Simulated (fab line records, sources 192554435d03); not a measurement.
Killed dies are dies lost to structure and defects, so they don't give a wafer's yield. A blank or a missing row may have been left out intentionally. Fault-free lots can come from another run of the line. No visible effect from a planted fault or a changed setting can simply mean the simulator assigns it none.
Which of the tools did it? -- flow n5-finfet -- 45 wafers from 15 lots sampled at 4 of the route's 1938 steps

WHAT EACH GAUGE READ, for each wafer
Not one reading of a measure or inspect step in the record can be checked against a usual standard deviation.

WHAT TOOL EACH LOT RAN ON (gives the tool, then ch and the chambers of the sampled wafers, and finally the start)
lot,N5_SD_EPI_N_ETCH_35,N5_SD_EPI_N_ETCHBACK_44,N5_SD_EPI_P_EXPOSE_06,N5_SD_EPI_P_ETCH_16
L329,"rie-diel-06 ch 0,1,2, day 3 18:42","rie-diel-06 ch 0,1,2, day 3 19:01","arfi-scanner-02 ch 0, day 3 23:41","rie-diel-05 ch 1,2,3, day 4 00:31"
L330,"rie-diel-02 ch 0,1,3, day 3 23:55","rie-diel-02 ch 0,1,3, day 4 00:14","arfi-scanner-03 ch 0, day 4 05:08","rie-diel-04 ch 1,3, day 4 05:58"
L332,"rie-diel-02 ch 1,2, day 4 12:29","rie-diel-02 ch 1,2, day 4 12:49","arfi-scanner-02 ch 0, day 4 16:38","rie-diel-01 ch 2,3, day 4 17:28"
L333,"rie-diel-02 ch 1,2,3, day 4 18:47","rie-diel-02 ch 1,2,3, day 4 19:07","arfi-scanner-03 ch 0, day 4 23:18","rie-diel-01 ch 1,2,3, day 5 00:08"
L334,"rie-diel-06 ch 0,1,3, day 4 23:38","rie-diel-06 ch 0,1,3, day 4 23:58","arfi-scanner-02 ch 0, day 5 04:08","rie-diel-04 ch 1,2, day 5 04:58"
L335,"rie-diel-03 ch 0,1,3, day 5 06:46","rie-diel-03 ch 0,1,3, day 5 07:05","arfi-scanner-03 ch 0, day 5 10:55","rie-diel-05 ch 1,3, day 5 11:44"
L336,"rie-diel-02 ch 0,2,3, day 5 16:05","rie-diel-02 ch 0,2,3, day 5 16:25","arfi-scanner-02 ch 0, day 5 20:16","rie-diel-04 ch 0,1,3, day 5 21:05"
L337,"rie-diel-02 ch 0,1,2, day 5 19:55","rie-diel-02 ch 0,1,2, day 5 20:15","arfi-scanner-01 ch 0, day 6 00:04","rie-diel-01 ch 0,1,2, day 6 00:53"
L338,"rie-diel-02 ch 0,1, day 6 04:36","rie-diel-02 ch 0,1, day 6 04:55","arfi-scanner-02 ch 0, day 6 08:46","rie-diel-05 ch 2,3, day 6 10:04"
L339,"rie-diel-02 ch 0,1,3, day 6 11:14","rie-diel-02 ch 0,1,3, day 6 11:34","arfi-scanner-02 ch 0, day 6 15:14","rie-diel-01 ch 1,2,3, day 6 16:09"
L343,"rie-diel-06 ch 0,1,2, day 7 06:11","rie-diel-06 ch 0,1,2, day 7 06:31","arfi-scanner-03, day 7 10:13","rie-diel-04 ch 0,2,3, day 7 11:02"
L344,"rie-diel-03 ch 0,2,3, day 7 11:08","rie-diel-03 ch 0,2,3, day 7 11:27","arfi-scanner-02, day 7 16:05","rie-diel-04 ch 0,2,3, day 7 16:58"
L345,"rie-diel-03 ch 1,2, day 7 19:36","rie-diel-03 ch 1,2, day 7 19:55","arfi-scanner-02, day 7 23:36","rie-diel-04 ch 0,2, day 8 00:26"
L348,"rie-diel-03 ch 1,2, day 8 11:21","rie-diel-03 ch 1,2, day 8 11:41","arfi-scanner-02 ch 0, day 8 16:57","rie-diel-05 ch 0,1, day 8 18:03"
L349,"rie-diel-06 ch 0,1, day 8 19:00","rie-diel-06 ch 0,1, day 8 19:20","arfi-scanner-03 ch 0, day 9 00:01","rie-diel-01 ch 1,3, day 9 00:50"
- N5_SD_EPI_N_ETCH_35: etches SOC in N2/H2, overetch 108 nm, time 486 s.
- N5_SD_EPI_N_ETCHBACK_44: etches SiNx in CH3F/O2, stops on SiO2, target depth 14.5 nm.
- N5_SD_EPI_P_EXPOSE_06: exposes mask SD P BLK, target cd 240 nm.
- N5_SD_EPI_P_ETCH_16: etches SiO2 in CHF3/O2, target depth 5 nm.

AS READ BY THE TOOLS THEMSELVES (means over the sampled wafers that have a number; for cases with no such wafer, the mark the record gives instead)
N5_SD_EPI_N_ETCH_35. Usual: bias-w 133.0 W, standard deviation 0.35; drypump-motor-current-A 5.7 A, standard deviation 0.3; oes-product-au 0.67 a.u., standard deviation 0.039; rf-vpp-V 240.8 V, standard deviation 1.4; showerhead-plenum-p-Torr 2.54 Torr, standard deviation 0.085; throttle-valve-pct 23.92 %, standard deviation 0.26.
lot,tool,bias-w (W),drypump-motor-current-A (A),oes-product-au (a.u.),rf-vpp-V (V),showerhead-plenum-p-Torr (Torr),throttle-valve-pct (%),flag
L329,rie-diel-06,133.3,5.9,0.67,241.4,2.54,24.06,
L330,rie-diel-02,132.6,5.7,0.67,241.5,2.56,23.90,
L332,rie-diel-02,133.1,5.6,0.66,240.7,2.56,23.83,
L333,rie-diel-02,132.7,5.6,0.67,240.9,2.56,23.97,
L334,rie-diel-06,133.1,5.5,0.68,240.7,2.54,23.92,
L335,rie-diel-03,133.3,5.6,0.72,240.8,2.60,23.96,
L336,rie-diel-02,133.0,5.5,0.66,239.8,2.52,23.74,
L337,rie-diel-02,132.9,5.6,0.65,241.2,2.55,23.78,
L338,rie-diel-02,133.2,5.6,0.65,241.6,2.55,23.69,
L339,rie-diel-02,132.9,5.7,0.65,240.6,2.55,23.93,
L343,rie-diel-06,132.7,5.9,0.65,240.7,2.53,24.09,
L344,rie-diel-03,132.7,5.8,0.71,240.9,2.55,23.97,
L345,rie-diel-03,132.6,5.6,0.64,241.0,2.59,23.88,
L348,rie-diel-03,133.0,5.8,0.64,240.2,2.55,23.88,
L349,rie-diel-06,133.2,5.5,0.65,241.1,2.56,24.18,

N5_SD_EPI_N_ETCHBACK_44. Usual: bias-w 73.00 W, standard deviation 0.22; drypump-motor-current-A 5.66 A, standard deviation 0.3; oes_f_703_au 0.75 a.u., standard deviation 0.046; oes_o_777_au 0.75 a.u., standard deviation 0.049; oes-product-au 0.64 a.u., standard deviation 0.036; rf-vpp-V 297 V, standard deviation 5.4; showerhead-plenum-p-Torr 2.00 Torr, standard deviation 0.063; throttle-valve-pct 16.42 %, standard deviation 0.21.
lot,tool,bias-w (W),drypump-motor-current-A (A),oes_f_703_au (a.u.),oes_o_777_au (a.u.),oes-product-au (a.u.),rf-vpp-V (V),showerhead-plenum-p-Torr (Torr),throttle-valve-pct (%),flag
L329,rie-diel-06,72.95,5.83,0.76,0.76,0.64,299,2.00,16.55,
L330,rie-diel-02,72.94,5.69,0.74,0.74,0.64,298,2.02,16.50,
L332,rie-diel-02,73.08,5.55,0.76,0.75,0.63,301,2.02,16.37,
L333,rie-diel-02,72.93,5.59,0.76,0.75,0.64,298,2.02,16.52,
L334,rie-diel-06,72.92,5.50,0.75,0.76,0.65,299,2.00,16.38,
L335,rie-diel-03,73.15,5.58,0.83,0.83,0.69,294,2.03,16.22,
L336,rie-diel-02,73.13,5.53,0.73,0.74,0.63,297,1.99,16.45,
L337,rie-diel-02,73.19,5.62,0.73,0.72,0.62,299,2.01,16.37,
L338,rie-diel-02,72.95,5.68,0.70,0.70,0.62,300,2.01,16.39,
L339,rie-diel-02,72.77,5.68,0.73,0.72,0.63,298,2.01,16.55,
L343,rie-diel-06,73.06,5.84,0.74,0.74,0.62,298,1.99,16.62,
L344,rie-diel-03,72.91,5.86,0.80,0.80,0.67,296,2.00,16.23,
L345,rie-diel-03,73.03,5.56,0.74,0.74,0.61,288,2.03,16.29,
L348,rie-diel-03,72.98,5.85,0.73,0.72,0.61,291,2.01,16.29,
L349,rie-diel-06,72.87,5.54,0.73,0.73,0.63,304,2.02,16.64,

N5_SD_EPI_P_EXPOSE_06. Usual: exposure-dose-mJ-cm2 39.47, standard deviation 0.042; focus-offset-nm 0.0 nm, standard deviation 0.56.
lot,tool,exposure-dose-mJ-cm2,focus-offset-nm (nm),flag
L329,arfi-scanner-02,39.46,-0.1,
L330,arfi-scanner-03,39.46,0.4,
L332,arfi-scanner-02,39.42,-0.1,
L333,arfi-scanner-03,39.51,-0.5,
L334,arfi-scanner-02,39.43,-0.7,
L335,arfi-scanner-03,39.50,0.1,
L336,arfi-scanner-02,39.46,0.6,
L337,arfi-scanner-01,39.51,-0.7,
L338,arfi-scanner-02,39.47,-0.4,
L339,arfi-scanner-02,39.50,-0.3,
L343,arfi-scanner-03,-,-,OFF
L344,arfi-scanner-02,-,-,OFF
L345,arfi-scanner-02,-,-,OFF
L348,arfi-scanner-02,39.43,0.1,
L349,arfi-scanner-03,39.51,0.4,

N5_SD_EPI_P_ETCH_16. Usual: CHF3_flow_sccm 50.00 sccm, standard deviation 0.15; bias-w 170.0 W, standard deviation 0.52; drypump-motor-current-A 5.8 A, standard deviation 0.41; oes_f_703_au 0.79 a.u., standard deviation 0.074; oes_o_777_au 0.79 a.u., standard deviation 0.073; oes-product-au 0.80 a.u., standard deviation 0.079; rf-vpp-V 521 V, standard deviation 10; showerhead-plenum-p-Torr 2.41 Torr, standard deviation 0.083; throttle-valve-pct 18.87 %, standard deviation 0.14.
lot,tool,CHF3_flow_sccm (sccm),bias-w (W),drypump-motor-current-A (A),oes_f_703_au (a.u.),oes_o_777_au (a.u.),oes-product-au (a.u.),rf-vpp-V (V),showerhead-plenum-p-Torr (Torr),throttle-valve-pct (%),flag
L329,rie-diel-05,49.90,169.3,5.9,0.81,0.80,0.80,523,2.42,18.91,
L330,rie-diel-04,49.91,170.1,5.7,0.78,0.78,0.77,522,2.37,18.92,
L332,rie-diel-01,50.00,169.9,5.7,0.80,0.81,0.82,518,2.41,18.86,
L333,rie-diel-01,50.15,170.0,5.8,0.83,0.83,0.84,515,2.39,18.79,
L334,rie-diel-04,50.13,169.3,5.7,0.75,0.75,0.76,525,2.37,18.90,
L335,rie-diel-05,49.98,169.7,6.1,0.80,0.80,0.79,515,2.39,18.93,
L336,rie-diel-04,49.95,169.5,5.5,0.80,0.79,0.79,518,2.42,18.90,
L337,rie-diel-01,49.87,169.5,5.8,0.81,0.81,0.81,516,2.40,18.79,
L338,rie-diel-05,50.04,170.2,5.9,0.77,0.76,0.75,519,2.46,18.90,
L339,rie-diel-01,49.96,170.2,5.8,0.81,0.82,0.83,515,2.38,18.80,
L343,rie-diel-04,50.06,169.9,5.5,0.80,0.79,0.80,522,2.42,18.81,
L344,rie-diel-04,49.96,170.7,5.5,0.79,0.79,0.80,521,2.42,18.82,
L345,rie-diel-04,50.22,170.2,5.4,0.86,0.86,0.88,527,2.52,18.67,
L348,rie-diel-05,50.01,170.0,6.0,0.86,0.88,0.88,528,2.42,18.86,
L349,rie-diel-01,50.15,170.0,6.2,0.79,0.80,0.82,512,2.38,18.72,

THE ANSWER, worked out from the rows above alone
Rule: a lot is off if the mean of its wafers that have a number lies more than 3 standard deviations from the usual mean. Also off: a lot with no number at a reading for which 4 or more lots have one. Any other lot the step has rows for is counted as sound. First the gauges in route order, then the tools' own readings, where a lot's mean is used as printed above. The first step at which some lot is off is used, and at that step the reading that is off furthest; a lot without a number counts as furthest.
Off, at N5_SD_EPI_P_EXPOSE_06 on exposure-dose-mJ-cm2: L343, L344, L345. Without a number there: L343, L344, L345.
A tool fits if, at that step or a process step before it, it ran every lot that is off, and no sound lot after the first of them. Of those tried, none fits.

WHAT WAS PUT IN BY THE SIMULATOR
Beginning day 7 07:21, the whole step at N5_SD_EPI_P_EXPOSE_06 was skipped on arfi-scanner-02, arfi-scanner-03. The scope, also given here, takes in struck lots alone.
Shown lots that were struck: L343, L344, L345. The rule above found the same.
